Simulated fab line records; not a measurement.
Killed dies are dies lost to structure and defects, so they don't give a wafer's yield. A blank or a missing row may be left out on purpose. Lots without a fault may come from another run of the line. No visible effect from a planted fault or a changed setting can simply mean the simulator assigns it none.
Chamber matching / flow n5 finfet / N5_BEOL_M4_ILD_DEP_00 on pecvd-01: 3 sister chambers
The step deposits SiOC from DEMS/O2, target thk 79 nm, time 15.3 s. 6 wafers are shown with their chamber, then 7 later ones without.

WAFERS PAIRED WITH THEIR CHAMBERS
wafer=L080.1; chamber=1; throttle valve pct (%)=12.9; heater power w (W)=421
wafer=L080.6; chamber=0; throttle valve pct (%)=11.5; heater power w (W)=343
wafer=L082.1; chamber=0; throttle valve pct (%)=11.3; heater power w (W)=356
wafer=L082.6; chamber=2; throttle valve pct (%)=12.6; heater power w (W)=362
wafer=L084.1; chamber=1; throttle valve pct (%)=12.7; heater power w (W)=431
wafer=L084.2; chamber=2; throttle valve pct (%)=12.4; heater power w (W)=390

WAFERS WITHOUT THEIR CHAMBER
wafer=L084.5; throttle valve pct (%)=11.7; heater power w (W)=413
wafer=L083.1; throttle valve pct (%)=13.2; heater power w (W)=448
wafer=L083.3; throttle valve pct (%)=11.5; heater power w (W)=411
wafer=L083.5; throttle valve pct (%)=11.4; heater power w (W)=394
wafer=L090.1; throttle valve pct (%)=12.7; heater power w (W)=367
wafer=L090.4; throttle valve pct (%)=12.6; heater power w (W)=374
wafer=L090.5; throttle valve pct (%)=12.8; heater power w (W)=362

CHAMBER TAKEN BY EACH
wafer=L084.5; from the rows above=can't be placed: 0 or 2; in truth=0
wafer=L083.1; from the rows above=1; in truth=1
wafer=L083.3; from the rows above=0; in truth=0
wafer=L083.5; from the rows above=0; in truth=0
wafer=L090.1; from the rows above=2; in truth=2
wafer=L090.4; from the rows above=2; in truth=2
wafer=L090.5; from the rows above=2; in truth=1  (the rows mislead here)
Placed correctly: 5 of 7. Not placeable from these rows: 1 (in 1, the candidates include the true chamber). Number placed wrongly: 1.
How it was worked out, from the rows above alone: a wafer's distance from a chamber is the root of the sum, over the readings, of the square of ((its reading less the chamber's mean) divided by the reading's scatter). If the next closest chamber is less than 2 further off than the closest, the wafer can't be placed; otherwise it belongs to the closest. A chamber's mean is the mean of its shown wafers. How the scatter is found: for the shown wafers, subtract from each reading the mean of its chamber, square and add these, divide the total by (wafers less chambers), then take the root.
